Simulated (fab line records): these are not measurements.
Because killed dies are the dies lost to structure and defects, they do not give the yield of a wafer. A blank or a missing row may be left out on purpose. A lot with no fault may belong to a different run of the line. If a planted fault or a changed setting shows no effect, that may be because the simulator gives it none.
fab line records | flow nandHarc
record lots=6 | wafers=17 | lastDay=24
route steps=1159 shown P_GATE@157 END@1159
lots that met no fault: from a run of the same line without faults
startH: hours from the record's first day to the start of the lot's first wafer shown | waitH: how many hours have passed since the lot's step before this one | " same as the row above | L1.1+2: a row that stands for several wafers | - no value, or no start given | * or withheld: withheld | < > ~ a bound
route shown NAME@n: NAME is a module with steps in the file, n the number in the route of the first one | usual: the fault-free wafers' mean and standard deviation | same: alike in all rows | chamber/n: place in a boat | sites: readings site by site | _std_site: their standard deviation | _edge_site: the outer-site mean with the inner-site mean subtracted | radiusMm: how far each site lies from the wafer's centre | mask NAME#n: copy n | behind: the last tool/chamber to shape the wafer | hold: why the lot went on hold/how many hours it stayed there/how the hold came to an end | device: whichever transistor did not switch (one of n, p or np) | end of line: the tests these same wafers got at the end of their route | where a step has no rows: the recipe by itself | killed: not the wafer's yield, but the dies lost to structure and defects at the first sort | map: dies across one wafer; x = killed, . = not, _ = none there
set.NAME: the setting as run; set.NAME@STEP: as run at that earlier step | model.NAME: the simulator's own value behind a step, which no gauge read
certain route steps with their lots: each step a table, each wafer a row
services: the hour from which a tool's chamber was out of use, counted from the record's first day as startH (under 0 if before that day), plus the number of hours and why
## steps
# step NHARC_P_GATE_STRIP_101
# recipe timeS=20 | o2FlowSccm=500 | arFlowSccm=0 | biasW=0 | chemistry=O2
# usual drypumpMotorCurrentA=5.8/0.35 | oesProductAu=0.999/0.013 | rfVppV=57.7/0.88 | showerheadPlenumPTorr=3.53/0.093 | throttleValvePct=17.036/0.0092
lot.wafer | tool       | chamber | startH | waitH | drypumpMotorCurrentA | oesProductAu | rfHoursCounterH | rfVppV | showerheadPlenumPTorr | throttleValvePct
L798.1    | rieDiel-05 | 3       | 105.75 | 0.1   | 5.7                  | 0.988        | 19              | 55.9   | 3.62                  | 17.029
L798.6    | "          | 2       | "      | "     | 6.1                  | 0.987        | -               | 58.2   | 3.47                  | 17.033
L798.5    | "          | 3       | "      | "     | 5.8                  | 0.997        | -               | 56.7   | 3.62                  | 17.015
L799.4    | rieDiel-02 | 2       | 113.82 | 0.1   | 5.9                  | 0.998        | 42              | 57.0   | 3.42                  | 17.028
L799.1    | "          | 3       | "      | "     | 6.2                  | 1.012        | 49              | 57.5   | 3.56                  | 17.053
L799.3    | "          | 1       | "      | "     | 6.0                  | 1.006        | 47              | 58.1   | 3.68                  | 17.029
L802.2    | rieDiel-05 | 3       | 132.54 | 0.1   | 5.7                  | 0.994        | 25              | 57.9   | 3.62                  | 17.032
L802.3    | "          | 1       | "      | "     | 5.8                  | 1.002        | 26              | 57.0   | 3.47                  | 17.048
L802.5    | "          | 3       | "      | "     | 5.7                  | 1.004        | -               | 58.5   | 3.62                  | 17.040
L808.3    | rieDiel-02 | 0       | 176.44 | 0.1   | 5.1                  | 1.000        | 10              | 58.1   | 3.56                  | 17.014
L808.2    | "          | 1       | "      | "     | 6.0                  | 0.984        | 8               | 58.2   | 3.67                  | 17.030
L808.5    | "          | 3       | "      | "     | 6.1                  | 1.016        | -               | 58.3   | 3.55                  | 17.053
L811.3    | rieDiel-05 | 0       | 182.48 | 0.1   | 5.9                  | 0.990        | 2               | 58.8   | 3.58                  | 17.027
L811.1    | "          | 3       | "      | "     | 5.7                  | 1.032        | 2               | 57.1   | 3.62                  | 17.027
L819.4    | rieDiel-08 | 0       | 228.36 | 0.1   | 6.1                  | 0.988        | 36              | 57.6   | 3.35                  | 17.023
L819.3    | "          | 2       | "      | "     | 5.9                  | 1.006        | 33              | 58.2   | 3.64                  | 17.027
L819.5    | "          | 1       | "      | "     | 5.1                  | 1.003        | -               | 56.2   | 3.45                  | 17.041
# step NHARC_P_GATE_PRECLEAN_97
# recipe timeS=600 | tempC=120 | chemistry=SPM
# step NHARC_P_GATE_SRD_98
# step NHARC_P_GATE_PRECLEAN_99
# recipe timeS=* | tempC=50 | bathAgeMin=0 | chemistry=SC1
# step NHARC_P_GATE_SRD_100
# step NHARC_P_GATE_DEHYDRATE_38
# recipe tempC=150 | timeS=120
# step NHARC_P_GATE_HMDS_39
# recipe timeS=30
# step NHARC_P_GATE_COAT_40
# recipe spinRpm=3000
# step NHARC_P_GATE_SOFTBAKE_41
# recipe tempC=122 | timeS=95
# step NHARC_P_GATE_EBR_42
# step NHARC_P_GATE_EXPOSE_43
# recipe na=0.6 | targetCdNm=720 | doseMj=14.81 | maskId=P_NSD
# step NHARC_P_GATE_PEB_44
# recipe pebTempC=118 | pebTimeS=85
# step NHARC_P_GATE_DEVELOP_45
# recipe timeS=70
lot.wafer  | tool          | chamber | startH | waitH
L798.1+5+6 | lithoTrack-05 | 0       | 106    | -
L799.1+3+4 | lithoTrack-03 | 0       | 114    | -
L802.2+3+5 | lithoTrack-05 | 0       | 133    | -
L808.2+3+5 | lithoTrack-05 | 0       | 177    | -
L811.1+3   | lithoTrack-05 | 0       | 183    | -
L819.3+4+5 | lithoTrack-03 | 0       | 229    | -
# step NHARC_P_GATE_HARDBAKE_47
# recipe tempC=125 | timeS=80
# step NHARC_P_GATE_DESCUM_48
# recipe timeS=3 | o2FlowSccm=200 | arFlowSccm=0 | biasPowerW=0 | chemistry=O2
# usual drypumpMotorCurrentA=5.8/0.39 | oesProductAu=1.001/0.012 | rfVppV=57.7/0.86 | showerheadPlenumPTorr=1.92/0.056 | throttleValvePct=11.312/0.0086
lot.wafer | tool       | chamber | startH | waitH | drypumpMotorCurrentA | oesProductAu | rfHoursCounterH | rfVppV | showerheadPlenumPTorr | throttleValvePct | model.P_GATE.cdNm
L798.1    | rieDiel-02 | 3       | 106.88 | -     | 6.2                  | 1.018        | 47              | 57.9   | 1.93                  | 11.293           | 721.7
L798.5    | "          | 0       | "      | "     | 5.1                  | 0.990        | -               | 57.9   | 1.94                  | 11.319           | 722.2
L798.6    | "          | 1       | "      | "     | 6.0                  | 1.013        | -               | 57.3   | 2.00                  | 11.292           | 719.7
L799.4    | rieDiel-05 | 1       | 114.89 | -     | 5.8                  | 1.024        | 23              | 56.1   | 1.88                  | 11.299           | 725.6
L799.3    | "          | 3       | "      | "     | 5.7                  | 0.993        | 21              | 58.9   | 1.97                  | 11.315           | 722.1
L799.1    | "          | 0       | "      | "     | 6.0                  | 0.988        | 21              | 56.6   | 1.95                  | 11.306           | 716.5
L802.2    | rieDiel-05 | 0       | 133.52 | -     | 6.0                  | 0.976        | 25              | 58.0   | 1.94                  | 11.300           | 721.1
L802.3    | "          | 1       | "      | "     | 5.8                  | 1.014        | 26              | 59.6   | 1.88                  | 11.322           | 720.8
L802.5    | "          | 2       | "      | "     | 6.1                  | 0.991        | -               | 57.4   | 1.88                  | 11.314           | 721.9
L808.3    | rieDiel-08 | 3       | 177.44 | -     | 5.3                  | 0.985        | 24              | 58.2   | 1.98                  | 11.315           | 121.4
L808.2    | "          | 1       | "      | "     | 5.0                  | 1.014        | 20              | 56.3   | 1.87                  | 11.312           | 723.1
L808.5    | "          | 0       | "      | "     | 6.1                  | 0.991        | -               | 56.8   | 1.82                  | 11.308           | 722.7
L811.3    | rieDiel-02 | 2       | 183.46 | -     | 5.9                  | 1.008        | 11              | 57.6   | 1.84                  | 11.308           | 121.4
L811.1    | "          | 0       | "      | "     | 5.0                  | 1.007        | 13              | 57.6   | 1.93                  | 11.310           | 122.7
L819.4    | rieDiel-08 | 1       | 229.43 | -     | 5.0                  | 0.996        | 34              | 57.0   | 1.87                  | 11.327           | 720.7
L819.3    | "          | 0       | "      | "     | 6.1                  | 0.968        | 36              | 56.0   | 1.81                  | 11.319           | 727.1
L819.5    | "          | 1       | "      | "     | 5.0                  | 0.993        | -               | 59.0   | 1.87                  | 11.311           | 722.3
# step NHARC_P_GATE_IMPLANT_49
# recipe energyKev=30 | doseCm2=3e+15 | tiltDeg=7
# step NHARC_P_GATE_STRIP_111
# recipe powerW=1500 | tempC=110 | timeS=250 | chemistry=N2/H2
# usual drypumpMotorCurrentA=5.8/0.38 | heaterPowerW=80.4/1.4
lot.wafer | tool           | chamber | startH | waitH | drypumpMotorCurrentA | heaterPowerW | rfHoursCounterH
L798.1    | plasmaAsher-02 | 1       | 107.92 | 0.9   | 5.3                  | 79.4         | 32
L798.5    | "              | 1       | "      | "     | 5.3                  | 78.2         | -
L798.6    | "              | 0       | "      | "     | 6.3                  | 79.9         | -
L799.1    | plasmaAsher-02 | 0       | 115.62 | 0.5   | 6.3                  | 77.5         | 40
L799.4    | "              | 1       | "      | "     | 5.3                  | 77.6         | -
L799.3    | "              | 0       | "      | "     | 6.3                  | 80.0         | -
L802.2    | plasmaAsher-01 | 1       | 133.87 | 0.2   | 5.5                  | 80.7         | 5
L802.3    | "              | 1       | "      | "     | 5.5                  | 82.6         | -
L802.5    | "              | 0       | "      | "     | 5.9                  | 81.3         | -
L808.2    | plasmaAsher-01 | 0       | 178.25 | 0.6   | 5.9                  | 79.5         | 20
L808.3    | "              | 0       | "      | "     | 5.9                  | 80.2         | -
L808.5    | "              | 0       | "      | "     | 5.9                  | 80.3         | -
L811.1    | plasmaAsher-01 | 1       | 183.86 | 0.2   | 5.5                  | 83.0         | 22
L811.3    | "              | 0       | "      | "     | 5.9                  | 79.4         | -
L819.4    | plasmaAsher-01 | 0       | 229.90 | 0.2   | 5.9                  | 83.2         | -
L819.3    | "              | 1       | "      | "     | 5.5                  | 81.2         | -
L819.5    | "              | 0       | "      | "     | 5.9                  | 78.3         | -
# step NHARC_P_GATE_STRIP_75
# recipe powerW=1500 | tempC=250 | chemistry=O2
# usual drypumpMotorCurrentA=5.8/0.38 | heaterPowerW=300/6
lot.wafer | tool           | chamber | startH | waitH | drypumpMotorCurrentA | heaterPowerW | rfHoursCounterH
L798.1    | plasmaAsher-02 | 1       | 108.22 | 0.3   | 5.3                  | 295          | 33
L798.5    | "              | 1       | "      | "     | 5.3                  | 299          | -
L798.6    | "              | 0       | "      | "     | 6.3                  | 295          | -
L799.1    | plasmaAsher-02 | 0       | 115.89 | 0.2   | 6.3                  | 300          | 40
L799.4    | "              | 1       | "      | "     | 5.3                  | 298          | -
L799.3    | "              | 0       | "      | "     | 6.3                  | 291          | -
L802.2    | plasmaAsher-01 | 1       | 134.17 | 0.3   | 5.5                  | 300          | 5
L802.3    | "              | 1       | "      | "     | 5.5                  | 310          | -
L802.5    | "              | 0       | "      | "     | 5.9                  | 311          | -
L808.2    | plasmaAsher-01 | 0       | 178.55 | 0.3   | 5.9                  | 303          | 20
L808.3    | "              | 0       | "      | "     | 5.9                  | 295          | -
L808.5    | "              | 0       | "      | "     | 5.9                  | 305          | -
L811.1    | plasmaAsher-01 | 1       | 184.16 | 0.2   | 5.5                  | 310          | 23
L811.3    | "              | 0       | "      | "     | 5.9                  | 314          | -
L819.4    | plasmaAsher-01 | 0       | 230.12 | 0.2   | 5.9                  | 306          | -
L819.3    | "              | 1       | "      | "     | 5.5                  | 312          | -
L819.5    | "              | 0       | "      | "     | 5.9                  | 299          | -
# step NHARC_P_GATE_STRIP_50
# recipe timeS=900 | tempC=130 | chemistry=SPM
# step NHARC_P_GATE_DEHYDRATE_51
# recipe tempC=150 | timeS=120
# step NHARC_P_GATE_HMDS_52
# recipe timeS=30
# step NHARC_P_GATE_COAT_53
# recipe spinRpm=3000
# step NHARC_P_GATE_SOFTBAKE_54
# recipe tempC=122 | timeS=95
# step NHARC_P_GATE_EBR_55
# step NHARC_P_GATE_EXPOSE_56
# recipe na=0.6 | targetCdNm=720 | doseMj=14.81 | maskId=P_PSD
# step NHARC_P_GATE_PEB_57
# recipe pebTempC=118 | pebTimeS=85
# step NHARC_P_GATE_DEVELOP_58
# recipe timeS=70
# step NHARC_P_GATE_HARDBAKE_60
# recipe tempC=125 | timeS=80
# step NHARC_P_GATE_DESCUM_61
# recipe timeS=3 | o2FlowSccm=200 | arFlowSccm=0 | biasPowerW=0 | chemistry=O2
# usual drypumpMotorCurrentA=5.8/0.34 | oesProductAu=1.000/0.012 | rfVppV=57.8/0.79 | showerheadPlenumPTorr=1.92/0.053 | throttleValvePct=11.312/0.0084
lot.wafer | tool       | chamber | startH | waitH | drypumpMotorCurrentA | oesProductAu | rfHoursCounterH | rfVppV | showerheadPlenumPTorr | throttleValvePct
L798.1    | rieDiel-05 | 1       | 109.33 | -     | 5.8                  | 1.007        | 21              | 58.2   | 1.88                  | 11.318
L798.5    | "          | 0       | "      | "     | 5.9                  | 0.987        | -               | 57.3   | 1.95                  | 11.309
L798.6    | "          | 1       | "      | "     | 5.8                  | 1.013        | -               | 57.6   | 1.88                  | 11.312
L799.4    | rieDiel-02 | 0       | 117.00 | -     | 5.1                  | 0.985        | 49              | 59.3   | 1.94                  | 11.312
L799.1    | "          | 1       | "      | "     | 6.0                  | 1.015        | 48              | 57.8   | 2.00                  | 11.306
L799.3    | "          | 2       | "      | "     | 5.9                  | 1.011        | 43              | 57.7   | 1.85                  | 11.313
L802.3    | rieDiel-02 | 2       | 135.13 | -     | 5.9                  | 1.007        | 50              | 57.7   | 1.85                  | 11.315
L802.2    | "          | 3       | "      | "     | 6.2                  | 1.015        | 57              | 57.1   | 1.93                  | 11.312
L802.5    | "          | 3       | "      | "     | 6.2                  | 1.017        | -               | 58.4   | 1.93                  | 11.315
L808.2    | rieDiel-08 | 1       | 179.64 | -     | 5.0                  | 1.004        | 20              | 58.5   | 1.87                  | 11.313
L808.3    | "          | 2       | "      | "     | 5.9                  | 1.000        | 18              | 58.3   | 1.99                  | 11.317
L808.5    | "          | 1       | "      | "     | 5.0                  | 1.012        | -               | 57.8   | 1.87                  | 11.304
L811.3    | rieDiel-02 | 1       | 185.12 | -     | 6.0                  | 0.990        | 11              | 57.3   | 1.99                  | 11.324
L811.1    | "          | 3       | "      | "     | 6.2                  | 1.016        | 14              | 58.4   | 1.93                  | 11.297
L819.3    | rieDiel-05 | 1       | 231.20 | -     | 5.8                  | 1.013        | 6               | 57.4   | 1.87                  | 11.311
L819.4    | "          | 3       | "      | "     | 5.8                  | 1.025        | 14              | 58.2   | 1.96                  | 11.317
L819.5    | "          | 1       | "      | "     | 5.8                  | 1.010        | -               | 56.8   | 1.87                  | 11.323
# step NHARC_P_GATE_IMPLANT_62
# recipe energyKev=20 | doseCm2=3e+15 | tiltDeg=7
# step NHARC_P_GATE_STRIP_112
# recipe powerW=1500 | tempC=110 | timeS=200 | chemistry=N2/H2
# step NHARC_P_GATE_STRIP_76
# recipe powerW=1500 | tempC=250 | chemistry=O2
# usual drypumpMotorCurrentA=5.8/0.38 | heaterPowerW=301/5.9
lot.wafer | tool           | chamber | startH | waitH | drypumpMotorCurrentA | heaterPowerW | rfHoursCounterH
L798.1    | plasmaAsher-02 | 1       | 109.99 | 0.2   | 5.3                  | 298          | 34
L798.6    | "              | 1       | "      | "     | 5.3                  | 299          | -
L798.5    | "              | 0       | "      | "     | 6.3                  | 299          | -
L799.1    | plasmaAsher-02 | 0       | 117.63 | 0.2   | 6.3                  | 299          | 41
L799.3    | "              | 0       | "      | "     | 6.3                  | 305          | -
L799.4    | "              | 1       | "      | "     | 5.3                  | 288          | -
L802.2    | plasmaAsher-01 | 1       | 135.77 | 0.2   | 5.5                  | 308          | 5
L802.3    | "              | 0       | "      | "     | 5.9                  | 303          | -
L802.5    | "              | 0       | "      | "     | 5.9                  | 296          | -
L808.2    | plasmaAsher-02 | 0       | 180.27 | 0.2   | 6.3                  | 298          | 61
L808.3    | "              | 1       | "      | "     | 5.3                  | 292          | -
L808.5    | "              | 1       | "      | "     | 5.3                  | 299          | -
L811.1    | plasmaAsher-01 | 0       | 185.75 | 0.2   | 5.9                  | 294          | 24
L811.3    | "              | 0       | "      | "     | 5.9                  | 299          | -
L819.3    | plasmaAsher-01 | 0       | 231.85 | 0.2   | 5.9                  | 297          | -
L819.4    | "              | 1       | "      | "     | 5.5                  | 304          | -
L819.5    | "              | 0       | "      | "     | 5.9                  | 305          | -
# step NHARC_P_GATE_STRIP_63
# recipe timeS=900 | tempC=130 | chemistry=SPM
# step NHARC_P_GATE_DEHYDRATE_83
# recipe tempC=150 | timeS=120
# step NHARC_P_GATE_HMDS_84
# recipe timeS=30
# step NHARC_P_GATE_COAT_85
# recipe spinRpm=3000
# step NHARC_P_GATE_SOFTBAKE_86
# recipe tempC=122 | timeS=95
# step NHARC_P_GATE_EBR_87
# step NHARC_P_GATE_EXPOSE_88
# recipe na=0.6 | targetCdNm=2000 | doseMj=11.87 | maskId=P_HVN
# step NHARC_P_GATE_PEB_89
# recipe pebTempC=118 | pebTimeS=85
# step NHARC_P_GATE_DESCUM_93
# recipe timeS=3 | o2FlowSccm=200 | arFlowSccm=0 | biasPowerW=0 | chemistry=O2
# usual drypumpMotorCurrentA=5.8/0.38 | oesProductAu=1.000/0.013 | rfVppV=57.8/0.84 | showerheadPlenumPTorr=1.91/0.058 | throttleValvePct=11.311/0.0088
lot.wafer | tool       | chamber | startH | waitH | drypumpMotorCurrentA | oesProductAu | rfHoursCounterH | rfVppV | showerheadPlenumPTorr | throttleValvePct | model.P_GATE.cdNm
L798.1    | rieDiel-08 | 1       | 111.08 | -     | 5.0                  | 1.007        | 56              | 57.1   | 1.88                  | 11.315           | 1998
L798.6    | "          | 0       | "      | "     | 6.2                  | 0.995        | -               | 58.1   | 1.82                  | 11.309           | 2002
L798.5    | "          | 1       | "      | "     | 5.0                  | 0.998        | -               | 58.1   | 1.88                  | 11.304           | 2001
L799.3    | rieDiel-05 | 0       | 118.60 | -     | 5.9                  | 0.988        | 22              | 57.1   | 1.95                  | 11.314           | 1999
L799.4    | "          | 1       | "      | "     | 5.8                  | 1.012        | 23              | 57.3   | 1.88                  | 11.319           | 2001
L799.1    | "          | 2       | "      | "     | 6.1                  | 0.993        | 24              | 57.6   | 1.88                  | 11.318           | 2000
L802.2    | rieDiel-05 | 3       | 136.84 | -     | 5.7                  | 1.006        | 26              | 58.0   | 1.97                  | 11.328           | 2003
L802.3    | "          | 1       | "      | "     | 5.8                  | 1.020        | 27              | 57.9   | 1.88                  | 11.315           | 2004
L802.5    | "          | 3       | "      | "     | 5.7                  | 0.996        | -               | 58.9   | 1.97                  | 11.327           | 2004
L808.3    | rieDiel-02 | 2       | 181.35 | -     | 5.9                  | 1.018        | 10              | 57.3   | 1.84                  | 11.311           | 121.4
L808.2    | "          | 0       | "      | "     | 5.1                  | 1.011        | 12              | 59.7   | 1.93                  | 11.312           | 2001
L808.5    | "          | 2       | "      | "     | 5.9                  | 1.014        | -               | 57.9   | 1.84                  | 11.310           | 2001
L811.1    | rieDiel-08 | 1       | 186.71 | -     | 5.0                  | 1.013        | 22              | 58.1   | 1.87                  | 11.313           | 122.7
L811.3    | "          | 3       | "      | "     | 5.2                  | 0.990        | 26              | 58.0   | 1.98                  | 11.317           | 121.4
L819.3    | rieDiel-08 | 2       | 232.93 | -     | 5.9                  | 1.002        | 35              | 57.9   | 1.98                  | 11.317           | 2000
L819.4    | "          | 3       | "      | "     | 5.3                  | 0.979        | 41              | 58.2   | 1.98                  | 11.326           | 1999
L819.5    | "          | 1       | "      | "     | 5.1                  | 1.017        | -               | 57.5   | 1.87                  | 11.315           | 1999
# step NHARC_END_SORT_01
# recipe tempC=25
# usual killedAtArray=26/9.1 | killedAtOther=0.7/0.9 | killedAtPeriphery=3.6/2.8 | killedDies=30/9.2 | killedOpen=3.0/1.9 | killedShort=2.0/1.4
# same grossDies=677
lot.wafer | tool      | chamber | startH | waitH | killedAtArray | killedAtOther | killedAtPeriphery | killedDies | killedOpen | killedShort
L811.1    | prober-01 | 0       | 512.37 | 2.5   | 32            | 1             | 644               | 677        | 1          | 3
L811.3    | prober-01 | 0       | 513.97 | 3.1   | 25            | 1             | 651               | 677        | 3          | 2
L808.2    | prober-02 | 0       | 538.17 | 2.8   | 49            | 0             | 3                 | 52         | 4          | 5
L808.3    | prober-02 | 0       | 538.97 | 3.1   | 49            | 1             | 627               | 677        | 1          | 2
L808.5    | prober-02 | 0       | 540.58 | 3.7   | 45            | 1             | 1                 | 47         | 4          | 3
# killed by level:class
L811.1 P_GATE:areaDevelop=643 A_SLIT:chamberFilmFlake=13 A_CONTACT:chamberFilmFlake=7 A_CHANNEL_HOLE_D1:chamberFilmFlake=6 A_STAIRCASE:chamberFilmFlake=3 P_M0:geometricParticle:short=1 A_ONON_D1:geometricParticle:open=1 A_ONON_D1:geometricParticle:short=1
L811.3 P_GATE:areaDevelop=648 A_SLIT:chamberFilmFlake=14 A_STAIRCASE:chamberFilmFlake=3 A_CONTACT:chamberFilmFlake=3 A_CHANNEL_HOLE_D1:chamberFilmFlake=2 P_M0:geometricParticle:open=1 A_ONON_D1:geometricParticle:open=1 A_CHANNEL_HOLE_D1:geometricParticle:open=1
L808.2 A_CHANNEL_HOLE_D1:chamberFilmFlake=22 A_SLIT:chamberFilmFlake=10 A_STAIRCASE:chamberFilmFlake=4 A_CONTACT:chamberFilmFlake=3 P_M0:geometricParticle:open=2 A_WL_FILL:geometricParticle:short=2 A_SOURCE_PLATE:geometricParticle:open=1 A_CHANNEL_HOLE_D1:geometricParticle:short=1
L808.3 P_GATE:areaDevelop=625 A_CHANNEL_HOLE_D1:chamberFilmFlake=29 A_SLIT:chamberFilmFlake=9 A_CONTACT:chamberFilmFlake=6 A_STAIRCASE:chamberFilmFlake=2 P_CONTACT:geometricParticle:short=1 A_CHANNEL_FILL_D1:geometricParticle:short=1 A_M1:geometricParticle:open=1
L808.5 A_SLIT:chamberFilmFlake=16 A_CHANNEL_HOLE_D1:chamberFilmFlake=12 A_CONTACT:chamberFilmFlake=3 A_WL_FILL:geometricParticle:short=2 A_ZERO_WELL:chamberFilmFlake=2 A_SGD_CUT:chamberFilmFlake=2 A_WL_FILL:chamberFilmFlake=2 A_CHANNEL_HOLE_D1:geometricParticle:open=1
# map L808.3 (x killed, . not)
____________x____________
_________xxxxxxx_________
_______xxxxxxxxxxx_______
______xxxxxxxxxxxxx______
_____xxxxxxxxxxxxxxx_____
____xxxxxxxxxxxxxxxxx____
____xxxxxxxxxxxxxxxxx____
___xxxxxxxxxxxxxxxxxxx___
___xxxxxxxxxxxxxxxxxxx___
__xxxxxxxxxxxxxxxxxxxxx__
__xxxxxxxxxxxxxxxxxxxxx__
_xxxxxxxxxxxxxxxxxxxxxxx_
_xxxxxxxxxxxxxxxxxxxxxxx_
_xxxxxxxxxxxxxxxxxxxxxxx_
_xxxxxxxxxxxxxxxxxxxxxxx_
_xxxxxxxxxxxxxxxxxxxxxxx_
xxxxxxxxxxxxxxxxxxxxxxxxx
xxxxxxxxxxxxxxxxxxxxxxxxx
xxxxxxxxxxxxxxxxxxxxxxxxx
xxxxxxxxxxxxxxxxxxxxxxxxx
xxxxxxxxxxxxxxxxxxxxxxxxx
_xxxxxxxxxxxxxxxxxxxxxxx_
_xxxxxxxxxxxxxxxxxxxxxxx_
_xxxxxxxxxxxxxxxxxxxxxxx_
_xxxxxxxxxxxxxxxxxxxxxxx_
_xxxxxxxxxxxxxxxxxxxxxxx_
__xxxxxxxxxxxxxxxxxxxxx__
__xxxxxxxxxxxxxxxxxxxxx__
___xxxxxxxxxxxxxxxxxxx___
___xxxxxxxxxxxxxxxxxxx___
____xxxxxxxxxxxxxxxxx____
____xxxxxxxxxxxxxxxxx____
_____xxxxxxxxxxxxxxx_____
______xxxxxxxxxxxxx______
_______xxxxxxxxxxx_______
_________xxxxxxx_________
____________x____________
# map L811.1 (x killed, . not)
____________x____________
_________xxxxxxx_________
_______xxxxxxxxxxx_______
______xxxxxxxxxxxxx______
_____xxxxxxxxxxxxxxx_____
____xxxxxxxxxxxxxxxxx____
____xxxxxxxxxxxxxxxxx____
___xxxxxxxxxxxxxxxxxxx___
___xxxxxxxxxxxxxxxxxxx___
__xxxxxxxxxxxxxxxxxxxxx__
__xxxxxxxxxxxxxxxxxxxxx__
_xxxxxxxxxxxxxxxxxxxxxxx_
_xxxxxxxxxxxxxxxxxxxxxxx_
_xxxxxxxxxxxxxxxxxxxxxxx_
_xxxxxxxxxxxxxxxxxxxxxxx_
_xxxxxxxxxxxxxxxxxxxxxxx_
xxxxxxxxxxxxxxxxxxxxxxxxx
xxxxxxxxxxxxxxxxxxxxxxxxx
xxxxxxxxxxxxxxxxxxxxxxxxx
xxxxxxxxxxxxxxxxxxxxxxxxx
xxxxxxxxxxxxxxxxxxxxxxxxx
_xxxxxxxxxxxxxxxxxxxxxxx_
_xxxxxxxxxxxxxxxxxxxxxxx_
_xxxxxxxxxxxxxxxxxxxxxxx_
_xxxxxxxxxxxxxxxxxxxxxxx_
_xxxxxxxxxxxxxxxxxxxxxxx_
__xxxxxxxxxxxxxxxxxxxxx__
__xxxxxxxxxxxxxxxxxxxxx__
___xxxxxxxxxxxxxxxxxxx___
___xxxxxxxxxxxxxxxxxxx___
____xxxxxxxxxxxxxxxxx____
____xxxxxxxxxxxxxxxxx____
_____xxxxxxxxxxxxxxx_____
______xxxxxxxxxxxxx______
_______xxxxxxxxxxx_______
_________xxxxxxx_________
____________x____________
## services
tool           | chamber | startH | hours | kind
rieDiel-05     | 0       | 93.99  | -     | clean
rieDiel-05     | 1       | 93.99  | -     | clean
rieDiel-05     | 2       | 93.99  | -     | clean
rieDiel-05     | 3       | 93.99  | -     | clean
plasmaAsher-01 | -       | 98.71  | 8.9   | repair
rieDiel-02     | -       | 115.16 | 0.4   | repair
plasmaAsher-01 | 0       | 116.61 | -     | clean
plasmaAsher-01 | 1       | 116.61 | -     | clean
plasmaAsher-01 | -       | 116.96 | 1.7   | repair
rieDiel-05     | 0       | 118.49 | -     | clean
rieDiel-05     | 1       | 118.49 | -     | clean
rieDiel-05     | 2       | 118.49 | -     | clean
rieDiel-05     | 3       | 118.49 | -     | clean
rieDiel-08     | -       | 124.82 | 9.0   | pm
rieDiel-05     | 1       | 140.06 | 5.8   | repair
rieDiel-05     | 0       | 143.06 | -     | clean
rieDiel-02     | 1       | 149.00 | 4.4   | repair
rieDiel-02     | -       | 151.47 | 9.0   | pm
rieDiel-05     | -       | 163.69 | 9.0   | pm
rieDiel-08     | 2       | 167.35 | 5.3   | repair
rieDiel-05     | 1       | 181.30 | 29.0  | repair
plasmaAsher-02 | -       | 183.00 | 9.0   | pm
rieDiel-05     | 0       | 192.09 | 8.7   | repair
lithoTrack-03  | -       | 213.00 | 7.0   | pm
## key
firstSign step=NHARC_END_SORT_01 | reading=killedAtPeriphery | direction=up | sigmas=99+ | usual=3.6 | struck=640.7
effect step=NHARC_END_SORT_01 | reading=killedDies | direction=up | sigmas=70 | usual=30 | struck=677
modelEffect step=NHARC_P_GATE_DESCUM_48 | value=P_GATE.cdNm | without=719.5 | struck=121.8
modelEffect step=NHARC_P_GATE_DESCUM_93 | value=P_GATE.cdNm | without=2000 | struck=121.8
moreKillsBornAt NHARC_P_GATE_DEVELOP_45@lithoTrack-05=1916
metAt NHARC_P_GATE_DEVELOP_45
struckWafers L808.3,L811.1,L811.3
laterRowsLeftOut L808.3,L811.1,L811.3
testerLeftOut L808,L811
onsetBetween 133 177
fault kind=processParameterDrift | tool=lithoTrack-05 | chamber=- | onsetH=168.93 | steps=NHARC_P_GATE_DEVELOP_45 | channel=timeS | offset=* | shape=step | endH=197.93 | scope=struckWafersOnly | actsIn=* | stated=*
# testerLeftOut: of these lots the tester's yield and bins aren't shown, on N5 and GAA mostly nor the transistor test; their killed dies are dies lost to structure and defects alone, not to doping, threshold or leakage, so they don't give the yield
# laterRowsLeftOut: the simulator's readings of these wafers behind a module that went badly wrong aren't trusted and aren't shown, but for the sort
